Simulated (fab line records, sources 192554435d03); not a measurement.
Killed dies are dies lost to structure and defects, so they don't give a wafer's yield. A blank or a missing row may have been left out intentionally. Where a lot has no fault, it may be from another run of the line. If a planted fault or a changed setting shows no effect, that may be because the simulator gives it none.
Chamber matching | flow n5_finfet | 4 sister chambers for N5_FIN_SAQP_MANDREL2_REMOVE_60 on rie_si-03
The step chemistry HBr/Cl2/O2, target a-Si, stops on SiNx, bt time 10 s. 4 wafers are shown with their chamber, then 9 later ones without.

== EACH WAFER AND ITS CHAMBER ==
wafer  | chamber | throttle_valve_pct (%)
L087.3 | 3       | 36.43
L090.1 | 1       | 36.75
L090.2 | 2       | 36.42
L090.3 | 0       | 36.49

== WAFERS WHOSE CHAMBER IS MISSING ==
wafer  | throttle_valve_pct (%)
L092.1 | 36.74
L092.2 | 36.43
L092.3 | 36.46
L094.1 | 36.74
L094.4 | 36.48
L094.6 | 36.43
L096.1 | 36.47
L096.2 | 36.43
L096.5 | 36.48

== WHICH CHAMBER EACH WENT THROUGH ==
wafer  | from the rows above          | in truth
L092.1 | 1                            | 1
L092.2 | can't be placed: 3 or 2      | 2
L092.3 | can't be placed: 0 or 3 or 2 | 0
L094.1 | 1                            | 1
L094.4 | 0                            | 0
L094.6 | can't be placed: 3 or 2      | 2
L096.1 | can't be placed: 0 or 3      | 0
L096.2 | can't be placed: 3 or 2      | 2
L096.5 | 0                            | 0
Placed correctly: 4 of 9. Cannot be placed on the basis of these rows: 5; the candidates contain the true chamber in 5. Wrongly placed: 0.
How it was worked out, from the rows above alone: a wafer's distance from a chamber is the root of the sum, over the readings, of the square of ((its reading less the chamber's mean) divided by the reading's scatter). If the next closest chamber is less than 2 further off than the closest, the wafer can't be placed; otherwise it belongs to the closest. Each chamber's mean is taken over the wafers shown for it. The scatter (one wafer shown for each chamber): square how far every hidden wafer sits from the nearest shown wafer, average those squares and take the square root.
